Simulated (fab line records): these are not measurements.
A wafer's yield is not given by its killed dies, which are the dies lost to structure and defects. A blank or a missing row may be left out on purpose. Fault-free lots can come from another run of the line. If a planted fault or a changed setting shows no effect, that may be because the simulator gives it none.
Matching of chambers    flow nand harc    4 sister chambers for NHARC_P_M1_CMP_23 on cmp-04
The step polishes, t overpolish 20 s, target thk 157.82 nm. 4 wafers are shown with their chamber, then 9 later ones without.

WAFERS PAIRED WITH THEIR CHAMBERS
wafer   chamber  motor current A (A)
L188.4  3        12.3
L196.3  2        11.7
L196.4  0        8.9
L196.5  1        12.2

WAFERS WHOSE CHAMBER IS MISSING
wafer   motor current A (A)
L198.4  11.7
L198.5  9.1
L198.6  12.3
L199.1  9.0
L199.2  11.2
L199.5  11.5
L200.2  11.1
L200.4  12.3
L200.6  11.5

WHICH CHAMBER EACH WENT THROUGH
wafer   from the rows above      in truth
L198.4  can't be placed: 2 or 1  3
L198.5  0                        0
L198.6  can't be placed: 3 or 1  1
L199.1  0                        0
L199.2  can't be placed: 2 or 1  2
L199.5  can't be placed: 2 or 1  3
L200.2  can't be placed: 2 or 1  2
L200.4  can't be placed: 3 or 1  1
L200.6  can't be placed: 2 or 1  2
Correct placement for 2 of the 9. Can't be placed from these rows: 7 (the true chamber is among the candidates in 5). Wrongly placed: 0.
How it was worked out, from the rows above alone: a wafer's distance from a chamber is the root of the sum, over the readings, of the square of ((its reading less the chamber's mean) divided by the reading's scatter). The wafer belongs to the nearest chamber; if the next one is less than 2 further off, it can't be placed. For every chamber, the mean is computed from those of its wafers that are shown. The scatter: root of mean squared gap, hidden wafer to nearest shown wafer, with one shown wafer a chamber.
